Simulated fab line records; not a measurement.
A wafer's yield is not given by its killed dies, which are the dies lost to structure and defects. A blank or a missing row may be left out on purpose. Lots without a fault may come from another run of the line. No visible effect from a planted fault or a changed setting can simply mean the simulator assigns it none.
Chamber matching / flow n5-finfet / N5_BEOL_M3_PECVD_72 on pecvd-02 has 3 sister chambers
The step deposits SiO2 from TEOS/O2, target thk 16 nm, time 18 s. 3 wafers are shown with their chamber, then 10 later ones without.

## WAFERS PAIRED WITH THEIR CHAMBERS
wafer=L090.3; chamber=1; throttle-valve-pct (%)=22.9
wafer=L091.1; chamber=2; throttle-valve-pct (%)=20.5
wafer=L091.2; chamber=0; throttle-valve-pct (%)=23.6

## WAFERS WHOSE CHAMBER IS MISSING
wafer=L091.5; throttle-valve-pct (%)=23.5
wafer=L093.1; throttle-valve-pct (%)=23.2
wafer=L093.2; throttle-valve-pct (%)=23.7
wafer=L093.5; throttle-valve-pct (%)=23.5
wafer=L094.2; throttle-valve-pct (%)=23.7
wafer=L094.3; throttle-valve-pct (%)=20.2
wafer=L094.5; throttle-valve-pct (%)=22.7
wafer=L095.2; throttle-valve-pct (%)=23.8
wafer=L095.4; throttle-valve-pct (%)=23.9
wafer=L095.6; throttle-valve-pct (%)=22.9

## WHICH CHAMBER EACH ONE RAN IN
wafer=L091.5; from the rows above=0; in truth=0
wafer=L093.1; from the rows above=can't be placed: 1 or 0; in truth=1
wafer=L093.2; from the rows above=0; in truth=0
wafer=L093.5; from the rows above=0; in truth=0
wafer=L094.2; from the rows above=0; in truth=0
wafer=L094.3; from the rows above=2; in truth=2
wafer=L094.5; from the rows above=1; in truth=1
wafer=L095.2; from the rows above=0; in truth=0
wafer=L095.4; from the rows above=0; in truth=0
wafer=L095.6; from the rows above=1; in truth=1
9 of 10 placed correctly. Cannot be placed on the basis of these rows: 1; the candidates contain the true chamber in 1. 0 placed wrongly.
How it was worked out, from the rows above alone: a wafer's distance from a chamber is the root of the sum, over the readings, of the square of ((its reading less the chamber's mean) divided by the reading's scatter). If the next closest chamber is less than 2 further off than the closest, the wafer can't be placed; otherwise it belongs to the closest. Each chamber's mean is taken over the wafers shown for it. The scatter: root of mean squared gap, hidden wafer to nearest shown wafer, with one shown wafer a chamber.
